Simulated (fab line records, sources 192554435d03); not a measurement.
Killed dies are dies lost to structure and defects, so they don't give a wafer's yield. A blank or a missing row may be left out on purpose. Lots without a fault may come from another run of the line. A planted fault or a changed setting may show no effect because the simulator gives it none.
Split-lot experiment | flow n5_finfet | 7 lots, 21 wafers read, on a route of 1938 steps

THE SPLIT
At N5_HKMG_FIN_DESCUM_53 (chemistry O2, time 7.9 s), the setting time_s was moved away from the recipe's 7.9 s on 10 of the 21 wafers read, by -18.9% to +21.5%. The other wafers ran this setting at the recipe's value.

The reading is taken at the split's own step.

THE READING
CAR-ArF_of_HKMG_FIN_COAT_43.thk_nm (the simulator's own value, which no gauge read), in nm, at N5_HKMG_FIN_DESCUM_53 (chemistry O2, time 7.9 s). The file gives no usual value for it. The 11 wafers here that ran the recipe average 83.4 nm, standard deviation 0.17 nm.

wafer  | tool, chamber at the split | time_s as run, s | against the recipe | CAR-ArF_of_HKMG_FIN_COAT_43.thk_nm, nm | against lot-mates on the recipe
L074.1 | rie_diel-04, 1             | 7.9              | recipe             | 83.4                                   | -
L074.3 | rie_diel-04, 0             | 7.9              | recipe             | 83.2                                   | -
L074.4 | rie_diel-04, 2             | 8.373            | +6.0%              | 83.4                                   | +0.1
L081.4 | rie_diel-01, 2,0,1         | 7.23             | -8.5%              | 83.8                                   | no lot-mate on the recipe
L081.5 | rie_diel-01, 2,0,1         | 7.23             | -8.5%              | 83.8                                   | no lot-mate on the recipe
L081.6 | rie_diel-01, 2,0,1         | 7.23             | -8.5%              | 83.8                                   | no lot-mate on the recipe
L084.1 | rie_diel-02, 0             | 9.6              | +21.5%             | 82.6                                   | -1.0
L084.2 | rie_diel-02, 1             | 9.6              | +21.5%             | 82.2                                   | -1.4
L084.6 | rie_diel-02, 0             | 7.9              | recipe             | 83.6                                   | -
L086.3 | rie_diel-02, 3             | 6.406            | -18.9%             | 84.6                                   | no lot-mate on the recipe
L086.4 | rie_diel-02, 1             | 6.406            | -18.9%             | 84.4                                   | no lot-mate on the recipe
L086.5 | rie_diel-02, 2             | 6.406            | -18.9%             | 84.2                                   | no lot-mate on the recipe
L089.2 | rie_diel-02, 3             | 6.53             | -17.3%             | 84.4                                   | +0.8
L089.3 | rie_diel-02, 0             | 7.9              | recipe             | 83.6                                   | -
L089.6 | rie_diel-02, 0             | 7.9              | recipe             | 83.6                                   | -
L090.2 | rie_diel-02, 2             | 7.9              | recipe             | 83.6                                   | -
L090.5 | rie_diel-02, 2             | 7.9              | recipe             | 83.6                                   | -
L090.3 | rie_diel-02, 0             | 7.9              | recipe             | 83.4                                   | -
L091.3 | rie_diel-04, 3,2           | 7.9              | recipe             | 83.2                                   | -
L091.6 | rie_diel-04, 3,2           | 7.9              | recipe             | 83.2                                   | -
L091.4 | rie_diel-04, 2             | 7.9              | recipe             | 83.4                                   | -
Where a row lists several chambers, the file gives one row for several wafers and doesn't say which wafer went through which chamber.

THE FIT
A straight line over all 21 wafers: CAR-ArF_of_HKMG_FIN_COAT_43.thk_nm changes by -0.0488 nm for each +1% of time_s; r = -0.96; the points scatter about the line by 0.17 nm.
The same after taking each lot's own level away (the mean of its wafers on the recipe; 15 wafers): -0.0516 nm for each +1%; r = -0.95; scatter 0.16 nm.
On that fit, the largest move of time_s shifts the reading by 1.1 nm.
The lots' own levels span 83.27 to 83.60 nm, that is 2.0 times the standard deviation above.
So the lot-to-lot level changes the slope little: the two slopes agree.
Check: with one of the wafers moved furthest among these (+21.5%) left out of the fit, the line predicts -1.17 nm for it against its lot-mates. It came out at -1 nm against them.

OTHER SPLITS ON THESE WAFERS
These wafers also went through other splits before the reading. Each is held against what the fit with the lots' levels taken away leaves over:
other split on the same wafers | wafers away from the commonest value | r with CAR-ArF_of_HKMG_FIN_COAT_43.thk_nm (lot level and that fit taken away)
N5_SDB_EXPOSE_08 dose_mj       | 5                                    | -0.37
N5_SDB_ETCH_18 source_w        | 2                                    | +0.53

THE FILE'S OWN FIT
CAR-ArF_of_HKMG_FIN_COAT_43.thk_nm changes by -0.0489 nm for each +1% of time_s, r = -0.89.
